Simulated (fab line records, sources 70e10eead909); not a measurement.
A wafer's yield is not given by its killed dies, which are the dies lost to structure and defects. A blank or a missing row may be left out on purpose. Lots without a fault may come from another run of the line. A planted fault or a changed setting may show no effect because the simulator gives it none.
Matching of chambers || flow nand_harc || rie_si-04 running NHARC_A_CHANNEL_FILL_D1_ETCHBACK_19: 4 sister chambers
The step etches the open film in HBr/Cl2, target depth 5 nm, time 1.7 s. 8 wafers are shown with their chamber, then 9 later ones without.

WAFERS PAIRED WITH THEIR CHAMBERS
{"wafer": "L079.5", "chamber": 0, "oes_product_au (a.u.)": 0.991, "throttle_valve_pct (%)": 26.401}
{"wafer": "L083.2", "chamber": 3, "oes_product_au (a.u.)": 0.978, "throttle_valve_pct (%)": 26.404}
{"wafer": "L087.1", "chamber": 1, "oes_product_au (a.u.)": 0.995, "throttle_valve_pct (%)": 26.416}
{"wafer": "L087.2", "chamber": 2, "oes_product_au (a.u.)": 0.973, "throttle_valve_pct (%)": 26.405}
{"wafer": "L087.6", "chamber": 2, "oes_product_au (a.u.)": 0.976, "throttle_valve_pct (%)": 26.395}
{"wafer": "L089.2", "chamber": 1, "oes_product_au (a.u.)": 1.000, "throttle_valve_pct (%)": 26.390}
{"wafer": "L089.4", "chamber": 0, "oes_product_au (a.u.)": 1.005, "throttle_valve_pct (%)": 26.396}
{"wafer": "L089.5", "chamber": 3, "oes_product_au (a.u.)": 0.985, "throttle_valve_pct (%)": 26.413}

WAFERS WITHOUT THEIR CHAMBER
{"wafer": "L091.4", "oes_product_au (a.u.)": 0.986, "throttle_valve_pct (%)": 26.409}
{"wafer": "L091.5", "oes_product_au (a.u.)": 0.985, "throttle_valve_pct (%)": 26.407}
{"wafer": "L091.6", "oes_product_au (a.u.)": 0.994, "throttle_valve_pct (%)": 26.420}
{"wafer": "L093.1", "oes_product_au (a.u.)": 0.981, "throttle_valve_pct (%)": 26.398}
{"wafer": "L093.2", "oes_product_au (a.u.)": 0.994, "throttle_valve_pct (%)": 26.404}
{"wafer": "L093.6", "oes_product_au (a.u.)": 0.988, "throttle_valve_pct (%)": 26.399}
{"wafer": "L095.2", "oes_product_au (a.u.)": 1.010, "throttle_valve_pct (%)": 26.407}
{"wafer": "L095.4", "oes_product_au (a.u.)": 0.993, "throttle_valve_pct (%)": 26.416}
{"wafer": "L095.5", "oes_product_au (a.u.)": 1.010, "throttle_valve_pct (%)": 26.402}

WHICH CHAMBER EACH ONE RAN IN
{"wafer": "L091.4", "from the rows above": "can't be placed: 3 or 1 or 2 or 0", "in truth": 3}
{"wafer": "L091.5", "from the rows above": "can't be placed: 3 or 2 or 1 or 0", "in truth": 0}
{"wafer": "L091.6", "from the rows above": "can't be placed: 1 or 0 or 3", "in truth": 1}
{"wafer": "L093.1", "from the rows above": "can't be placed: 3 or 2 or 1 or 0", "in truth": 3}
{"wafer": "L093.2", "from the rows above": "can't be placed: 1 or 0 or 3", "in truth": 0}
{"wafer": "L093.6", "from the rows above": "can't be placed: 3 or 1 or 0 or 2", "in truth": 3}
{"wafer": "L095.2", "from the rows above": "can't be placed: 1 or 0", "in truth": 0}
{"wafer": "L095.4", "from the rows above": "can't be placed: 1 or 0 or 3", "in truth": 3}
{"wafer": "L095.5", "from the rows above": "can't be placed: 0 or 1", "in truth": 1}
0 of 9 placed correctly. Not placeable from these rows: 9 (in 9, the candidates include the true chamber). 0 placed wrongly.
How it was worked out, from the rows above alone: a wafer's distance from a chamber is the root of the sum, over the readings, of the square of ((its reading less the chamber's mean) divided by the reading's scatter). The wafer belongs to the nearest chamber; if the next one is less than 2 further off, it can't be placed. Each chamber's mean is taken over the wafers shown for it. The scatter is the square root of a quotient: the sum, over the shown wafers, of each reading's squared deviation from its chamber's mean, divided by wafers minus chambers.
